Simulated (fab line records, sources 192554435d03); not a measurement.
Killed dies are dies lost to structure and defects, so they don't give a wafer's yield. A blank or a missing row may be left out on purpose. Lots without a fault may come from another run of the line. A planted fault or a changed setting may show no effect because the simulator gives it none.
fab line records | flow n5_finfet | part 2 of 2: steps 4 to 6 of 6
record lots=23 wafers=69 last_day=17
route steps=1938 shown HKMG_FIN@387 GATE_CUT@467
lots that met no fault: from a run of the same line without faults
start_h: hours from the record's first day to the start of the lot's first wafer shown | wait_h: hours since the lot's step before | " the same as in the row above | L1.1+2: a row that stands for several wafers | - no value, or no start given | * or withheld: withheld | < > ~ a bound
route shown NAME@n: a module of which the file shows steps, and the number in the route of the first | usual: mean/standard deviation of fault-free wafers | same: alike in all rows | chamber/n: place in a boat | sites: the reading at each site | _std_site: their standard deviation | _edge_site: outer sites' mean less inner sites' | radius_mm: how far each site lies from the wafer's centre | mask NAME#n: copy n | behind: the tool/chamber that last shaped the wafer | hold: why the lot was held/for how many hours/how that ended | device: the transistor (n, p or np) that didn't switch | end of line: the same wafers' tests at the end of the route | a step without rows: its recipe alone | killed: dies lost to structure and defects at the first sort, not the wafer's yield | map: a wafer's dies, x killed, . not, _ none there
set.NAME: the setting as run; set.NAME@STEP: as run at that earlier step | model.NAME: the simulator's own value behind a step, which no gauge read
steps of the route over a sample of lots; a table a step, a row a wafer
services: from which hour (start_h, from the record's first day; less than 0 if before it) a tool's chamber was out of use, for how many hours, and why
## steps
# step N5_HKMG_FIN_STRIP_90
# recipe chemistry=N2/H2 material=SOC time_s=20 power_w=500 temp_c=40 pressure_mtorr=50 rf_frequency_hz=6e+07 bias_power_w=8 h2_frac=0.5 n2_flow_sccm=300 h2_flow_sccm=300
# usual drypump_motor_current_A=5.9/0.48 oes_product_au=0.79/0.081 rf_vpp_V=54.5/0.79 showerhead_plenum_p_Torr=3.45/0.11 throttle_valve_pct=18.9/0.49
# columns lot.wafer tool chamber start_h wait_h drypump_motor_current_A oes_product_au rf_hours_counter_h rf_vpp_V showerhead_plenum_p_Torr throttle_valve_pct
L074.2 rie_diel-06 2 76.42 0.0 5.9 0.68 226 52.8 3.28 18.5
L074.4 " 3 " " 5.1 0.76 143 54.4 3.52 19.4
L074.5 " 2 " " 5.9 0.69 - 55.4 3.28 18.5
L075.1 rie_diel-05 3 83.60 0.0 5.9 0.74 187 53.9 3.44 18.1
L075.4 " 1 " " 5.9 0.78 - 54.7 3.52 19.3
L075.6 " 3 " " 5.9 0.73 - 55.4 3.44 18.1
L076.2 rie_diel-06 1 87.56 0.0 6.5 0.93 15 55.0 3.55 18.5
L076.5 " 2 " " 5.9 0.68 - 53.2 3.28 18.5
L076.6 " 3 " " 5.0 0.77 - 55.3 3.52 19.4
L077.1 rie_diel-05 3 96.42 0.0 5.9 0.73 191 54.0 3.44 18.1
L077.4 " 1 " " 5.9 0.77 118 53.6 3.51 19.3
L077.6 " 2 " " 5.4 0.86 - 54.5 3.29 18.5
L078.1 rie_diel-04 3 99.90 0.0 6.3 0.87 50 54.6 3.44 19.2
L078.3 " 2 " " 6.3 0.85 61 54.4 3.58 19.1
L078.6 " 2 " " 6.3 0.86 - 55.0 3.58 19.1
L079.1 rie_diel-04 2 108.67 0.0 6.3 0.85 66 54.3 3.58 19.1
L079.2 " 0 " " 5.0 0.90 28 54.5 3.25 18.2
L079.3 " 3 " " 6.3 0.86 54 53.4 3.44 19.2
L080.3 rie_diel-04 2 117.11 0.0 6.3 0.85 68 54.4 3.58 19.1
L080.4 " 1 " " 5.8 0.69 209 54.3 3.48 19.2
L080.5 " 1 " " 5.8 0.69 - 54.3 3.48 19.2
L081.1 rie_diel-05 0 120.52 0.0 6.3 0.93 10 54.4 3.53 18.3
L081.5 " 3 " " 5.9 0.73 - 55.1 3.44 18.1
L081.6 " 2 " " 5.4 0.87 - 55.2 3.28 18.5
L082.1 rie_diel-06 0 134.17 0.0 6.3 0.73 185 53.9 3.49 19.5
L082.5 " 0 " " 6.4 0.72 - 53.9 3.49 19.5
L082.6 " 1 " " 6.5 0.90 - 54.9 3.54 18.5
L083.2 rie_diel-06 0 139.89 0.0 6.4 0.73 187 55.1 3.49 19.5
L083.3 " 3 " " 5.0 0.75 164 55.8 3.51 19.4
L083.4 " 1 " " 6.5 0.91 34 53.7 3.54 18.5
L084.1 rie_diel-06 0 143.76 0.0 6.3 0.73 188 54.8 3.49 19.5
L084.2 " 1 " " 6.5 0.89 36 55.3 3.54 18.5
L084.3 " 2 " " 5.9 0.66 249 54.7 3.27 18.6
L085.1 rie_diel-04 3 144.18 0.0 6.3 0.86 64 54.9 3.43 19.2
L085.3 " 0 " " 5.0 0.88 39 53.2 3.24 18.2
L085.4 " 1 " " 5.8 0.69 217 53.6 3.47 19.2
L086.1 rie_diel-06 0 153.04 0.0 6.4 0.72 192 54.5 3.48 19.5
L086.3 " 1 " " 6.5 0.89 39 54.8 3.54 18.5
L086.5 " 0 " " 6.3 0.71 - 54.9 3.48 19.5
L088.1 rie_diel-05 2 160.28 0.0 5.4 0.84 70 54.3 3.28 18.5
L088.2 " 0 " " 6.3 0.90 26 52.5 3.53 18.3
L088.5 " 3 " " 5.9 0.72 - 54.5 3.43 18.1
L087.3 rie_diel-04 1 162.32 0.0 5.8 0.67 223 54.2 3.47 19.2
L087.4 " 3 " " 6.3 0.85 71 53.7 3.43 19.3
L087.5 " 0 " " 5.0 0.86 - 54.5 3.24 18.2
L089.1 rie_diel-06 3 173.72 0.0 5.1 0.74 173 54.7 3.50 19.4
L089.4 " 0 " " 6.3 0.71 - 54.5 3.48 19.5
L089.6 " 1 " " 6.5 0.88 - 54.8 3.53 18.5
L090.1 rie_diel-05 2 184.03 0.0 5.5 0.83 77 55.6 3.27 18.6
L090.2 " 1 " " 5.8 0.75 150 55.5 3.50 19.4
L090.3 " 3 " " 5.8 0.71 220 54.5 3.43 18.1
L091.1 rie_diel-04 1 185.98 0.0 5.8 0.68 230 55.8 3.47 19.2
L091.3 " 0 " " 5.0 0.87 53 51.6 3.24 18.2
L091.6 " 2 " " 6.3 0.81 - 54.5 3.56 19.2
L092.1 rie_diel-04 2 189.33 0.0 6.3 0.81 91 54.7 3.56 19.2
L092.4 " 1 " " 5.8 0.67 232 53.5 3.47 19.2
L092.6 " 2 " " 6.3 0.81 - 55.3 3.56 19.2
L094.1 rie_diel-06 2 200.60 0.0 5.9 0.94 8 53.9 3.26 18.2
L094.2 " 0 " " 6.4 0.70 208 55.6 3.48 19.6
L094.5 " 1 " " 6.5 0.86 - 55.8 3.53 18.5
L093.3 rie_diel-04 2 201.04 0.0 6.3 0.81 96 54.7 3.56 19.2
L093.4 " 2 " " 6.3 0.81 - 54.3 3.56 19.2
L093.5 " 1 " " 5.8 0.67 - 54.2 3.46 19.2
L095.1 rie_diel-05 2 207.02 0.0 5.4 0.83 85 53.8 3.27 18.6
L095.2 " 0 " " 6.2 0.87 41 54.4 3.52 18.4
L095.5 " 3 " " 5.9 0.71 - 55.5 3.42 18.1
L096.1 rie_diel-05 0 211.81 0.0 6.2 0.85 43 55.5 3.52 18.3
L096.2 " 2 " " 5.4 0.82 86 54.0 3.27 18.6
L096.6 " 1 " " 5.9 0.74 - 54.6 3.49 19.4
# step N5_GATE_CUT_ETCHBACK_30
# recipe chemistry=Cl2/Ar target=TiN target_depth_a=30 mode=isotropic pressure_mtorr=10 icp_w=600 bias_w=60 Cl2_flow_sccm=40 Ar_flow_sccm=60
# usual drypump_motor_current_A=5.8/0.35 oes_product_au=0.75/0.082 throttle_valve_pct=20.8/0.4
# columns lot.wafer tool chamber start_h wait_h drypump_motor_current_A oes_product_au rf_hours_counter_h throttle_valve_pct
L074.2 rie_metal-03 1 78.62 0.1 6.4 0.74 60 20.1
L074.4 " 0 " " 6.2 0.82 - 21.3
L074.5 " 1 " " 6.4 0.73 - 20.1
L075.1 rie_metal-02 0 85.77 0.1 5.8 0.58 132 21.2
L075.4 " 1 " " 5.5 0.79 - 20.8
L075.6 " 1 " " 5.5 0.80 - 20.8
L076.2 rie_metal-02 0 89.74 0.1 5.8 0.57 133 21.2
L076.5 " 0 " " 5.9 0.57 - 21.2
L076.6 " 1 " " 5.5 0.79 - 20.8
L077.1 rie_metal-02 1 98.62 0.1 5.5 0.80 42 20.8
L077.4 " 0 " " 5.8 0.58 - 21.2
L077.6 " 1 " " 5.5 0.80 - 20.8
L078.1 rie_metal-01 1 102.07 0.1 5.5 0.82 20 20.5
L078.3 " 0 " " 5.7 0.69 - 21.0
L078.6 " 0 " " 5.7 0.70 - 21.0
L079.1 rie_metal-03 1 110.95 0.1 6.4 0.72 63 20.1
L079.2 " 0 " " 6.1 0.80 29 21.3
L079.3 " 0 " " 6.1 0.82 - 21.2
L080.3 rie_metal-03 0 119.29 0.0 6.2 0.81 - 21.2
L080.4 " 1 " " 6.4 0.72 - 20.1
L080.5 " 0 " " 6.1 0.81 - 21.2
L081.1 rie_metal-02 0 122.69 0.1 5.8 0.58 135 21.2
L081.5 " 1 " " 5.5 0.80 - 20.8
L081.6 " 0 " " 5.8 0.58 - 21.2
L082.1 rie_metal-03 1 136.35 0.1 6.4 0.72 64 20.1
L082.5 " 1 " " 6.4 0.71 - 20.1
L082.6 " 0 " " 6.1 0.80 - 21.2
L083.2 rie_metal-03 0 142.07 0.1 6.2 0.81 30 21.2
L083.3 " 0 " " 6.2 0.81 - 21.2
L083.4 " 1 " " 6.4 0.71 - 20.1
L084.1 rie_metal-03 0 145.93 0.1 6.2 0.80 31 21.3
L084.2 " 1 " " 6.4 0.71 65 20.1
L084.3 " 1 " " 6.4 0.71 - 20.1
L085.1 rie_metal-02 0 146.35 0.1 5.8 0.58 138 21.2
L085.3 " 1 " " 5.5 0.78 - 20.8
L085.4 " 0 " " 5.8 0.58 - 21.2
L086.1 rie_metal-03 1 155.21 0.1 6.4 0.71 66 20.1
L086.3 " 1 " " 6.4 0.71 - 20.1
L086.5 " 1 " " 6.4 0.71 - 20.1
L088.1 rie_metal-01 1 162.45 0.1 5.5 0.81 26 20.5
L088.2 " 0 " " 5.7 0.68 98 21.0
L088.5 " 1 " " 5.5 0.79 - 20.5
L087.3 rie_metal-01 0 164.50 0.0 5.7 0.68 - 21.0
L087.4 " 1 " " 5.5 0.79 - 20.5
L087.5 " 1 " " 5.5 0.81 - 20.5
L089.1 rie_metal-01 1 175.94 0.1 5.5 0.80 27 20.5
L089.4 " 0 " " 5.7 0.68 - 21.0
L089.6 " 1 " " 5.5 0.80 - 20.5
L090.1 rie_metal-01 0 186.21 0.1 5.7 0.67 100 21.0
L090.2 " 1 " " 5.5 0.79 28 20.5
L090.3 " 0 " " 5.7 0.67 - 21.0
L091.1 rie_metal-02 0 188.25 0.1 5.8 0.89 2 20.6
L091.3 " 1 " " 5.5 0.78 - 20.9
L091.6 " 0 " " 5.8 0.90 - 20.6
L092.1 rie_metal-01 0 191.51 0.1 5.7 0.67 100 21.0
L092.4 " 0 " " 5.7 0.67 - 21.0
L092.6 " 1 " " 5.5 0.79 - 20.5
L094.1 rie_metal-02 1 202.79 0.1 5.5 0.77 52 20.9
L094.2 " 0 " " 5.9 0.89 3 20.6
L094.5 " 1 " " 5.5 0.77 - 20.9
L093.3 rie_metal-03 0 203.45 0.0 6.2 0.78 - 21.3
L093.4 " 1 " " 6.4 0.70 - 20.1
L093.5 " 0 " " 6.2 0.78 - 21.3
L095.1 rie_metal-02 0 209.45 0.1 5.8 0.90 3 20.6
L095.2 " 1 " " 5.5 0.77 52 20.9
L095.5 " 0 " " 5.8 0.90 - 20.6
L096.1 rie_metal-01 1 213.98 0.1 5.5 0.79 30 20.5
L096.2 " 0 " " 5.7 0.67 102 21.0
L096.6 " 1 " " 5.5 0.79 - 20.5
# step N5_GATE_CUT_SAC_CAP_01
# recipe material=SiNx target_thk_a=240 temp_c=400 ald_precursor_family=SiH2I2 ald_co_reactant=N2/H2-plasma pulse_time_s=1 ald_cycles=480 purge_time_s=2 co_reactant_purge_time_s=2 pressure_torr=2
# usual heater_power_w=856/110 precursor_pulse_height_rel=1.001/0.02
# columns lot.wafer tool chamber start_h wait_h heater_power_w precursor_pulse_height_rel
L074.2 ald_sin-04 1 79.02 0.0 871 1.006
L074.4 " 2 " " 748 1.018
L074.5 " 2 80.11 1.1 755 0.999
L075.1 ald_sin-03 1 86.22 0.0 957 0.993
L075.4 " 3 " " 824 1.012
L075.6 " 2 87.30 1.1 712 1.017
L076.2 ald_sin-01 2 90.14 0.0 709 0.956
L076.5 " 3 91.22 1.1 1080 0.979
L076.6 " 0 " " 946 0.978
L077.1 ald_sin-03 3 99.39 0.3 869 1.020
L077.4 " 3 100.48 1.4 857 1.019
L077.6 " 1 " " 957 1.015
L078.1 ald_sin-03 3 102.58 0.0 829 1.020
L078.3 " 0 " " 894 1.002
L078.6 " 3 103.66 1.1 869 0.980
L079.1 ald_sin-04 1 111.49 0.0 848 1.030
L079.2 " 2 " " 683 1.016
L079.3 " 3 " " 889 1.010
L080.3 ald_sin-03 3 119.75 0.0 839 0.983
L080.4 " 1 " " 942 1.017
L080.5 " 0 120.83 1.1 930 0.952
L081.1 ald_sin-03 0 123.09 0.0 918 1.011
L081.5 " 3 124.18 1.1 840 0.981
L081.6 " 2 " " 710 1.026
L082.1 ald_sin-04 0 136.75 0.0 897 1.000
L082.5 " 0 137.83 1.1 896 1.002
L082.6 " 1 " " 847 0.996
L083.2 ald_sin-03 0 142.47 0.0 892 0.976
L083.3 " 1 143.55 1.1 926 1.012
L083.4 " 0 " " 908 0.988
L084.1 ald_sin-03 0 146.33 0.0 887 1.001
L084.2 " 1 " " 936 1.008
L084.3 " 1 147.42 1.1 959 0.978
L085.1 ald_sin-01 0 146.78 0.1 928 1.028
L085.3 " 3 " " 1076 1.021
L085.4 " 1 " " 594 1.045
L086.1 ald_sin-04 1 155.61 0.0 852 0.976
L086.3 " 0 " " 919 0.990
L086.5 " 2 156.70 1.1 695 1.007
L088.1 ald_sin-04 3 162.85 0.0 854 0.994
L088.2 " 1 " " 833 1.013
L088.5 " 3 163.94 1.1 869 0.996
L087.3 ald_sin-03 1 165.10 0.0 963 0.992
L087.4 " 2 " " 697 0.989
L087.5 " 3 166.18 1.1 868 1.007
L089.1 ald_sin-01 2 176.55 0.0 722 1.020
L089.4 " 3 " " 1106 0.967
L089.6 " 2 177.63 1.1 722 0.954
L090.1 ald_sin-03 0 187.44 0.8 906 1.004
L090.2 " 2 " " 717 1.012
L090.3 " 3 " " 837 0.966
L091.1 ald_sin-03 2 189.62 1.0 714 1.005
L091.3 " 0 " " 904 0.969
L091.6 " 2 190.70 2.1 727 1.011
L092.1 ald_sin-04 2 193.59 1.7 723 1.012
L092.4 " 1 " " 830 0.973
L092.6 " 1 194.68 2.8 825 1.002
L094.1 ald_sin-04 3 203.18 0.0 869 1.012
L094.2 " 1 " " 845 1.005
L094.5 " 3 204.27 1.1 841 0.973
L093.3 ald_sin-03 3 203.92 0.0 862 0.990
L093.4 " 1 " " 961 0.983
L093.5 " 3 205.00 1.1 841 1.016
L095.1 ald_sin-01 0 209.90 0.0 913 1.024
L095.2 " 1 " " 577 1.010
L095.5 " 2 210.98 1.1 780 0.950
L096.1 ald_sin-03 0 214.39 0.0 928 1.024
L096.2 " 2 " " 718 1.041
L096.6 " 1 215.48 1.1 941 0.998
## services
# columns tool chamber start_h hours kind
rie_diel-05 - 47.62 0.7 repair
rie_diel-06 2 59.96 2.2 repair
ald_sin-01 3 63.61 4.6 repair
rie_diel-04 1 65.80 6.9 repair
rie_diel-05 0 73.10 - clean
rie_diel-05 0 73.10 - consumable_replace:focus_ring
rie_diel-05 0 73.10 - consumable_replace:showerhead
rie_diel-05 0 73.10 18.2 scheduled_down
rie_diel-05 0 73.10 18.2 vent_cycle
ald_sin-01 3 79.10 6.3 repair
ald_sin-04 - 87.26 14.0 pm
ald_sin-03 - 95.80 0.5 repair
rie_diel-05 2 133.03 8.9 repair
rie_diel-04 - 137.93 0.3 repair
ald_sin-03 3 142.01 13.5 repair
rie_diel-06 2 146.63 - clean
rie_metal-03 - 160.04 0.6 repair
rie_metal-01 - 164.81 0.4 repair
rie_diel-06 - 176.36 0.6 repair
ald_sin-01 - 178.72 14.0 pm
ald_sin-04 - 188.60 1.9 repair
ald_sin-04 2 200.11 3.1 repair
ald_sin-03 3 206.32 3.6 repair
ald_sin-03 - 207.72 6.0 pm
